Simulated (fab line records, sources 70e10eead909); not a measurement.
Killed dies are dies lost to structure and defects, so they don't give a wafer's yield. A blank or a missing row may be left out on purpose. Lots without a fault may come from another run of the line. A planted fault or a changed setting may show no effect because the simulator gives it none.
fab line records | flow nand_harc
record lots=6 wafers=18 last_day=25
route steps=1159 shown P_CONTACT@249 P_M0@253 END@1159
lots that met no fault: from a run of the same line without faults
start_h: hours from the record's first day to the start of the lot's first wafer shown | wait_h: hours since the lot's step before | " the same as in the row above | L1.1+2: a row that stands for several wafers | - no value, or no start given | * or withheld: withheld | < > ~ a bound
route shown NAME@n: a module of which the file shows steps, and the number in the route of the first | usual: mean/standard deviation of fault-free wafers | same: alike in all rows | chamber/n: place in a boat | sites: the reading at each site | _std_site: their standard deviation | _edge_site: outer sites' mean less inner sites' | radius_mm: how far each site lies from the wafer's centre | mask NAME#n: copy n | behind: the tool/chamber that last shaped the wafer | hold: why the lot was held/for how many hours/how that ended | device: the transistor (n, p or np) that didn't switch | end of line: the same wafers' tests at the end of the route | a step without rows: its recipe alone | killed: dies lost to structure and defects at the first sort, not the wafer's yield | map: a wafer's dies, x killed, . not, _ none there
set.NAME: the setting as run; set.NAME@STEP: as run at that earlier step | model.NAME: the simulator's own value behind a step, which no gauge read
lots at some steps of the route; a table a step, a row a wafer
services: from which hour (start_h, from the record's first day; less than 0 if before it) a tool's chamber was out of use, for how many hours, and why
## steps
# step NHARC_P_CONTACT_CMP_24
# recipe t_overpolish_s=30 target_thk_nm=200
# usual motor_current_A=12.4/1.4 overpolish_run_s=30.000/0.0088 time_to_endpoint_s=40/3
# columns lot.wafer tool chamber start_h wait_h motor_current_A overpolish_run_s time_to_endpoint_s
L445.1 cmp-04 3 117.94 0.5 11.4 29.994 43
L445.2 " 2 " " 12.1 30.004 40
L445.5 " 3 " " 11.8 29.998 42
L447.4 cmp-04 3 127.48 0.3 11.6 29.981 42
L447.1 " 0 " " 12.4 29.993 40
L447.5 " 0 " " 12.5 30.008 42
L452.4 cmp-04 3 153.45 0.3 11.0 29.998 38
L452.3 " 0 " " 11.8 30.009 42
L452.6 " 2 " " 11.4 30.012 35
L463.1 cmp-01 1 231.36 0.5 16.2 29.994 41
L463.4 " 3 " " 13.5 30.009 46
L463.5 " 0 " " 11.6 29.983 42
L466.1 cmp-04 0 244.60 0.6 12.6 30.010 44
L466.6 " 1 " " 12.3 29.983 44
L466.5 " 2 " " 12.3 29.996 40
L468.3 cmp-01 1 253.64 0.3 15.5 30.002 35
L468.2 " 2 " " 10.2 29.994 37
L468.1 " 3 " " 14.4 30.012 40
# step NHARC_P_CONTACT_SRD_26
# step NHARC_P_CONTACT_INSPECT_27
# usual raw_defect_count=252/84
# columns lot.wafer tool chamber start_h wait_h raw_defect_count
L445.1 defect_inspect-02 - 118.34 0.1 182
L445.2 " - " " 226
L445.5 " - " " 246
L447.1 defect_inspect-01 - 127.88 0.1 276
L447.4 " - " " 353
L447.5 " - " " 213
L452.3 defect_inspect-02 - 153.83 0.1 236
L452.4 " - " " 236
L452.6 " - " " 232
L463.1 defect_inspect-01 - 231.74 0.1 272
L463.4 " - " " 455
L463.5 " - " " 234
L466.1 defect_inspect-01 - 244.94 0.1 302
L466.5 " - " " 418
L466.6 " - " " 459
L468.1 defect_inspect-01 - 254.02 0.1 310
L468.2 " - " " 178
L468.3 " - " " 208
# step NHARC_P_M0_DEP_00
# recipe target_thk_a=1500 target_thk_nm=150 temp_c=withheld pressure_torr=5 flow_sccm=200 rf_w=600 material=SiOC
# step NHARC_P_M0_DEHYDRATE_01
# recipe temp_c=150 time_s=120
# step NHARC_P_M0_HMDS_02
# recipe time_s=30
# step NHARC_P_M0_COAT_33
# recipe temp_c=200 time_s=65
# step NHARC_P_M0_COAT_03
# recipe spin_rpm=1500 resist_thk_nm=90
# step NHARC_P_M0_SOFTBAKE_04
# recipe temp_c=105 time_s=55
# step NHARC_P_M0_EBR_05
# step NHARC_P_M0_EXPOSE_06
# recipe na=1.35 target_cd_nm=90 dose_mj=81.28 mask_id=P_M0
# step NHARC_P_M0_PEB_07
# recipe peb_temp_c=100 peb_time_s=65
# usual heater_power_total_W=156.7/0.42 plate_temp_C=100.01/0.14
# columns lot.wafer tool chamber start_h wait_h heater_power_total_W plate_temp_C
L445.1 litho_track-04 0 119.04 0.1 157.2 99.76
L445.2 " 0 " " 156.7 100.07
L445.5 " 0 " " 157.1 99.85
L447.1 litho_track-06 0 128.70 0.1 156.5 99.94
L447.4 " 0 " " 157.1 99.96
L447.5 " 0 " " 155.9 99.89
L452.3 litho_track-01 0 154.67 0.0 156.0 99.92
L452.4 " 0 " " 157.0 99.72
L452.6 " 0 " " 156.3 99.96
L463.1 litho_track-01 0 232.71 0.1 166.8 104.67
L463.4 " 0 " " 165.9 104.59
L463.5 " 0 " " 167.0 104.61
L466.1 litho_track-01 0 245.66 0.1 166.8 104.84
L466.5 " 0 " " 167.1 104.97
L466.6 " 0 " " 167.0 105.06
L468.1 litho_track-06 0 254.74 0.1 156.3 99.83
L468.2 " 0 " " 157.2 99.97
L468.3 " 0 " " 156.1 99.84
# step NHARC_P_M0_DEVELOP_08
# recipe develop_time_s=35 dev_temp_c=23
# step NHARC_P_M0_CD_MEAS_09
# recipe target_cd_nm=90 landing_energy_ev=500
# usual cd_nm=90.1/0.64
# columns lot.wafer tool chamber start_h wait_h hold cd_nm
L445.1 cd_sem-03 0 119.12 - - 89.9
L445.2 " 0 " " - 89.0
L445.5 " 0 " " - 90.0
L447.1 cd_sem-01 0 128.78 - - 89.4
L447.4 " 0 " " - 89.6
L447.5 " 0 " " - 90.2
L452.3 cd_sem-02 0 154.75 - - 89.0
L452.4 " 0 " " - 90.5
L452.6 " 0 " " - 91.1
L463.1 cd_sem-03 0 232.79 - await_dispo/0.2h/release 104.9
L463.4 " 0 " " await_dispo/0.2h/release 106.7
L463.5 " 0 " " await_dispo/0.2h/release 106.3
L463.1 cd_sem-03 0 - - - 105.2
L463.4 " 0 " " - 106.1
L463.5 " 0 " " - 106.5
L466.1 cd_sem-02 0 245.74 - await_dispo/0.2h/release 103.3
L466.5 " 0 " " await_dispo/0.2h/release 101.6
L466.6 " 0 " " await_dispo/0.2h/release 102.2
L466.1 cd_sem-02 0 - - - 102.9
L466.5 " 0 " " - 101.2
L466.6 " 0 " " - 102.2
L468.1 cd_sem-02 0 254.82 - - 90.3
L468.2 " 0 " " - 90.5
L468.3 " 0 " " - 90.2
# step NHARC_P_M0_OVL_MEAS_10
# recipe pitch_nm=180
# usual overlay_x_nm=0.1/0.87 overlay_y_nm=-0.3/0.81
# columns lot.wafer tool chamber start_h wait_h hold overlay_x_nm overlay_y_nm
L445.1 overlay-01 - 119.20 - - -1.2 1.0
L445.2 " - " " - -1.5 0.7
L445.5 " - " " - -1.5 0.3
L447.1 overlay-02 - 128.87 - - -0.2 0.3
L447.4 " - " " - -0.5 0.7
L447.5 " - " " - -0.4 0.0
L452.3 overlay-02 - 154.84 - - -0.7 -0.6
L452.4 " - " " - -0.4 -1.0
L452.6 " - " " - -0.1 -1.2
L463.1 overlay-02 - 235.20 - await_dispo/2.1h/release 0.0 1.4
L463.4 " - " " await_dispo/2.1h/release 0.3 1.6
L463.5 " - " " await_dispo/2.1h/release -0.1 1.5
L466.1 overlay-01 - 249.86 - await_dispo/3.8h/release 0.4 -0.4
L466.5 " - " " await_dispo/3.8h/release 0.0 -0.4
L466.6 " - " " await_dispo/3.8h/release -0.1 -0.6
L468.1 overlay-01 - 254.91 - - -0.4 -0.5
L468.2 " - " " - 0.6 -0.4
L468.3 " - " " - 0.0 -0.1
# step NHARC_P_M0_INSPECT_11
# usual raw_defect_count=3.9/2.3
# columns lot.wafer tool chamber start_h wait_h raw_defect_count
L445.1 defect_inspect-02 - 119.24 0.0 3
L445.2 " - " " 8
L445.5 " - " " 7
L447.1 defect_inspect-01 - 128.91 0.0 6
L447.4 " - " " 1
L447.5 " - " " 6
L452.3 defect_inspect-01 - 154.87 0.0 5
L452.4 " - " " 4
L452.6 " - " " 2
L463.1 defect_inspect-02 - 235.23 0.0 2
L463.4 " - " " 5
L463.5 " - " " 2
L466.1 defect_inspect-01 - 249.90 0.0 3
L466.5 " - " " 5
L466.6 " - " " 3
L468.1 defect_inspect-02 - 254.94 0.0 6
L468.2 " - " " 3
L468.3 " - " " 4
# step NHARC_P_M0_DESCUM_14
# recipe time_s=3 o2_flow_sccm=200 ar_flow_sccm=0 bias_power_w=0 chemistry=O2
# usual drypump_motor_current_A=5.7/0.32 o2_flow_sccm=200.0/0.65 oes_product_au=0.994/0.0096 rf_vpp_V=57.9/0.92 showerhead_plenum_p_Torr=1.96/0.08 throttle_valve_pct=11.312/0.0094
# columns lot.wafer tool chamber start_h wait_h drypump_motor_current_A o2_flow_sccm oes_product_au rf_hours_counter_h rf_vpp_V showerhead_plenum_p_Torr throttle_valve_pct model.P_M0.cd_nm
L445.1 rie_diel-01 0 119.30 0.1 5.6 199.6 1.008 10 56.7 1.96 11.297 89.14
L445.2 " 2 " " 5.8 198.8 0.982 8 57.6 2.01 11.322 88.88
L445.5 " 0 " " 5.6 199.4 1.007 - 57.4 1.96 11.308 89.32
L447.1 rie_diel-01 3 128.99 0.1 5.1 199.1 0.984 10 59.1 2.02 11.296 89.24
L447.4 " 0 " " 5.6 199.6 1.007 10 57.0 1.96 11.295 89.46
L447.5 " 1 " " 5.8 199.7 1.000 - 58.1 2.01 11.326 90.13
L452.3 rie_diel-05 0 154.93 0.1 6.1 200.4 0.986 11 59.2 2.04 11.320 89.43
L452.4 " 2 " " 6.2 199.7 1.003 13 58.2 1.87 11.321 89.46
L452.6 " 1 " " 5.5 201.1 1.003 - 58.0 1.80 11.325 91.33
L463.4 rie_diel-05 0 235.34 0.1 6.1 199.8 1.002 3 58.0 2.04 11.295 106.5
L463.1 " 2 " " 6.1 200.4 1.007 4 57.1 1.87 11.299 104.9
L463.5 " 0 " " 6.2 200.2 0.985 - 55.7 2.04 11.314 106.5
L466.1 rie_diel-01 3 250.13 0.2 5.2 201.1 0.990 7 58.3 2.01 11.323 101.9
L466.6 " 3 " " 5.1 200.5 0.990 - 56.4 2.01 11.311 101.3
L466.5 " 0 " " 5.6 199.5 0.999 - 57.0 1.95 11.321 101.5
L468.2 rie_diel-01 3 255.01 0.1 5.1 199.5 0.991 8 59.6 2.01 11.329 89.97
L468.1 " 1 " " 5.8 200.6 0.995 8 56.8 2.01 11.314 90.88
L468.3 " 2 " " 5.8 200.0 0.988 8 58.9 2.01 11.321 90.63
# step NHARC_P_M0_ETCH_34
# recipe target_depth_a=400 overetch_a=120 time_s=43.94 ion_energy_ev=200 n2_flow_sccm=150 h2_flow_sccm=150 ar_flow_sccm=0 rf_w=400 bias_w=150 chemistry=N2/H2
# usual drypump_motor_current_A=5.7/0.31 oes_product_au=0.995/0.011 rf_vpp_V=432.1/2.4 showerhead_plenum_p_Torr=2.10/0.086 throttle_valve_pct=14.170/0.0085
# columns lot.wafer tool chamber start_h wait_h drypump_motor_current_A oes_product_au rf_hours_counter_h rf_vpp_V showerhead_plenum_p_Torr throttle_valve_pct
L445.1 rie_diel-01 3 119.39 0.1 5.1 1.000 9 432.1 2.15 14.169
L445.2 " 1 " " 5.8 0.988 9 432.7 2.15 14.174
L445.5 " 3 " " 5.1 0.989 - 435.0 2.15 14.171
L447.4 rie_diel-01 2 129.05 0.1 5.8 0.987 9 433.9 2.15 14.192
L447.1 " 0 " " 5.6 1.010 10 431.3 2.09 14.174
L447.5 " 3 " " 5.1 0.989 - 434.8 2.15 14.166
L452.4 rie_diel-05 0 155.02 0.1 6.1 0.991 11 433.9 2.18 14.160
L452.3 " 3 " " 5.7 0.979 12 432.6 2.14 14.175
L452.6 " 0 " " 6.2 1.000 - 435.5 2.18 14.180
L463.1 rie_diel-05 0 235.44 0.1 6.1 0.997 3 433.9 2.18 14.179
L463.4 " 1 " " 5.5 0.992 3 427.7 1.92 14.165
L463.5 " 0 " " 6.1 1.006 - 433.2 2.18 14.186
L466.1 rie_diel-01 1 250.22 0.1 5.8 0.997 7 433.6 2.15 14.166
L466.5 " 1 " " 5.8 0.995 - 433.5 2.15 14.166
L466.6 " 2 " " 5.8 0.989 - 433.8 2.14 14.174
L468.1 rie_diel-01 3 255.09 0.1 5.1 0.987 8 433.8 2.15 14.169
L468.3 " 0 " " 5.6 0.996 7 432.0 2.09 14.185
L468.2 " 1 " " 5.8 0.984 8 434.0 2.15 14.179
# step NHARC_P_M0_ETCH_15
# recipe target_depth_a=1500 overetch_a=150 time_s=82.5 c4f8_flow_sccm=withheld ar_flow_sccm=400 rf_w=600 bias_w=300 chemistry=C4F8/Ar
# usual oes_product_au=0.955/0.021 rf_vpp_V=442.3/2.7
# columns lot.wafer tool chamber start_h wait_h oes_product_au rf_hours_counter_h rf_vpp_V model.P_M0.cd_nm
L445.1 rie_diel-01 1 - - 0.945 9 443.4 89.28
L445.2 " 3 " " 0.956 9 443.7 88.7
L445.5 " 1 " " 0.942 - 444.5 89.35
L447.4 rie_diel-01 1 - - 0.961 9 443.1 89.27
L447.1 " 2 " " 0.945 9 444.3 89.13
L447.5 " 3 " " 0.958 - 444.2 90.54
L452.3 rie_diel-05 3 - - 0.964 12 443.5 89.42
L452.4 " 0 " " 0.968 11 445.5 89.45
L452.6 " 3 " " 0.970 - 443.5 91.42
L463.4 rie_diel-05 0 - - 0.951 3 443.7 106.4
L463.1 " 1 " " 0.972 3 437.2 105.1
L463.5 " 1 " " 0.965 - 437.0 106.7
L466.1 rie_diel-01 3 - - 0.933 7 443.9 101.6
L466.6 " 1 " " 0.941 - 441.2 101
L466.5 " 2 " " 0.934 - 443.7 101.2
L468.3 rie_diel-01 1 - - 0.921 8 443.5 90.13
L468.2 " 3 " " 0.909 8 443.8 89.47
L468.1 " 0 " " 0.912 7 442.4 90.95
# step NHARC_P_M0_CD_MEAS_16
# usual cd_nm=90.0/0.82
# columns lot.wafer tool chamber start_h wait_h hold cd_nm
L445.1 cd_sem-02 - 119.60 - - 89.7
L445.2 " - " " - 88.9
L445.5 " - " " - 89.6
L447.1 cd_sem-02 - 129.27 - - 89.5
L447.4 " - " " - 89.0
L447.5 " - " " - 90.4
L452.3 cd_sem-03 - 155.24 - - 89.0
L452.4 " - " " - 89.4
L452.6 " - " " - 91.1
L463.1 cd_sem-02 - 235.65 - await_dispo/0.2h/release 105.1
L463.4 " - " " await_dispo/0.2h/release 106.4
L463.5 " - " " await_dispo/0.2h/release 106.8
L463.1 cd_sem-02 - 235.83 0.2 - 105.3
L463.4 " - " " - 106.7
L463.5 " - " " - 107.0
L466.1 cd_sem-02 - 250.43 - await_dispo/0.2h/release 101.3
L466.5 " - " " await_dispo/0.2h/release 100.8
L466.6 " - " " await_dispo/0.2h/release 101.2
L466.1 cd_sem-02 - 250.62 0.2 - 101.7
L466.5 " - " " - 101.4
L466.6 " - " " - 101.0
L468.1 cd_sem-01 - 255.31 - - 90.8
L468.2 " - " " - 89.4
L468.3 " - " " - 90.0
# step NHARC_END_SORT_01
# recipe temp_c=25
# usual defect_limited_yield=95.7/1.5 killed_at_array=25/9.5 killed_at_other=0.8/1.2 killed_at_periphery=3.4/2.2 killed_dies=29/10 killed_open=3.3/1.8 killed_short=2.1/1.4 sort_bin_2_pct=1.4/0.63 sort_bin_3_pct=0.22/0.2 sort_bin_4_pct=2.7/0.96 sort_n_pass=648/10 sort_rim_yield_pct=95.6/2.8 sort_yield_pct=95.7/1.5
# same gross_dies=677 sort_bin_5_pct[%]=0 sort_bin_6_pct[%]=0 sort_bin_7_pct[%]=0 sort_bin_8_pct[%]=0 sort_rim_n_gross=106.00
# columns lot.wafer tool chamber start_h wait_h defect_limited_yield[%] killed_at_array killed_at_other killed_at_periphery killed_dies killed_open killed_short sort_bin_2_pct[%] sort_bin_3_pct[%] sort_bin_4_pct[%] sort_n_pass sort_rim_yield_pct[%] sort_yield_pct[%]
L466.1 prober-01 0 583.46 2.5 96.9 18 0 3 21 3 3 0.7 0.15 2.2 656 95.3 96.9
L466.5 prober-01 0 586.63 3.7 97.2 15 1 3 19 1 1 1.0 0 1.8 658 100.0 97.2
L463.1 prober-02 0 600.76 2.5 95.9 28 0 0 28 1 1 0.7 0.30 3.1 649 97.2 95.9
L463.4 prober-02 0 603.18 3.4 96.6 22 0 1 23 0 0 0.7 0.30 2.4 654 99.1 96.6
L463.5 prober-02 0 603.98 3.7 95.4 30 0 1 31 4 6 1.6 0.44 2.5 646 95.3 95.4
# killed by level:class
L466.1 A_CHANNEL_HOLE_D1:chamber_film_flake=7 A_ONON_D1:geometric_particle:short=2 P_M1:chamber_film_flake=2 A_STAIRCASE:chamber_film_flake=2 A_CONTACT:chamber_film_flake=2 A_WL_FILL:geometric_particle:short=1 A_WL_FILL:geometric_particle:open=1 A_CONTACT:geometric_particle:open=1
L466.5 A_CHANNEL_HOLE_D1:chamber_film_flake=10 A_STAIRCASE:chamber_film_flake=2 A_CONTACT:chamber_film_flake=2 P_M1:geometric_particle:open=1 STARTING-WAFER:geometric_particle:short=1 P_ZERO_WELL:chamber_film_flake=1 P_M1:chamber_film_flake=1 A_CHANNEL_FILL_D1:chamber_film_flake=1
L463.1 A_CHANNEL_HOLE_D1:chamber_film_flake=20 A_CONTACT:chamber_film_flake=3 A_ONON_D1:geometric_particle:open=1 A_WL_FILL:geometric_particle:short=1 A_STAIRCASE:chamber_film_flake=1 A_WL_FILL:chamber_film_flake=1 A_BLC:chamber_film_flake=1
L463.4 A_CHANNEL_HOLE_D1:chamber_film_flake=16 A_STAIRCASE:chamber_film_flake=2 A_CONTACT:chamber_film_flake=2 P_CONTACT:chamber_film_flake=1 A_ZERO_WELL:chamber_film_flake=1 A_WL_FILL:chamber_film_flake=1
L463.5 A_CHANNEL_HOLE_D1:chamber_film_flake=14 A_CONTACT:geometric_particle:open=4 A_CONTACT:chamber_film_flake=3 A_M1:geometric_particle:short=2 A_STAIRCASE:chamber_film_flake=2 A_WL_FILL:chamber_film_flake=2 P_CONTACT:geometric_particle:short=1 A_ONON_D1:geometric_particle:short=1
## services
# columns tool chamber start_h hours kind
cmp-04 - 105.00 4.0 pm
rie_diel-01 0 116.80 - clean
rie_diel-01 1 116.80 - clean
rie_diel-01 2 116.80 - clean
rie_diel-01 3 116.80 - clean
litho_track-06 - 117.00 7.0 pm
rie_diel-01 - 137.82 9.0 pm
rie_diel-01 0 137.82 9.0 vent_cycle
rie_diel-01 1 137.82 9.0 vent_cycle
rie_diel-01 2 137.82 9.0 vent_cycle
rie_diel-01 3 137.82 9.0 vent_cycle
rie_diel-05 2 138.18 5.3 repair
litho_track-04 - 141.00 7.0 pm
rie_diel-01 0 146.82 - clean
rie_diel-01 1 146.82 - clean
rie_diel-01 2 146.82 - clean
rie_diel-05 - 163.60 9.0 pm
rie_diel-01 - 167.47 4.0 repair
rie_diel-05 3 175.03 9.2 repair
cmp-01 - 182.75 4.0 pm
rie_diel-01 1 191.65 5.2 repair
cmp-04 - 203.01 4.0 pm
rie_diel-01 0 209.98 2.7 repair
rie_diel-01 0 219.83 4.9 repair
## key
first_sign step=NHARC_P_M0_PEB_07 reading=plate_temp_C direction=up sigmas=33 usual=* struck=*
effect step=NHARC_P_M0_PEB_07 reading=heater_power_total_W direction=up sigmas=24 usual=* struck=*
effect step=NHARC_P_M0_CD_MEAS_09 reading=visit direction=added through=control_loop
effect step=NHARC_P_M0_CD_MEAS_09 reading=cd_nm direction=up sigmas=22 usual=90.1 struck=104.2 through=control_loop
effect step=NHARC_P_M0_CD_MEAS_16 reading=visit direction=added through=control_loop
effect step=NHARC_P_M0_CD_MEAS_16 reading=cd_nm direction=up sigmas=16 usual=90.0 struck=103.6 through=control_loop
model_effect step=NHARC_P_M0_DESCUM_14 value=P_M0.cd_nm without=90.11 struck=103.8
model_effect step=NHARC_P_M0_ETCH_15 value=P_M0.cd_nm without=90 struck=103.7
met_at NHARC_P_M0_PEB_07
struck_wafers L463.1,L463.4,L463.5,L466.1,L466.5,L466.6
loop_trim step=NHARC_P_M0_EXPOSE_06 setting=dose lots=L466
onset_between 154.67 232.71
fault kind=process_parameter_drift tool=litho_track-01 chamber=- onset_h=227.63 steps=NHARC_P_M0_PEB_07 channel=peb_temp_c offset=* shape=step end_h=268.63 acts_in=* stated=*
# loop_trim: a control loop set the setting to another value than it would have without faults
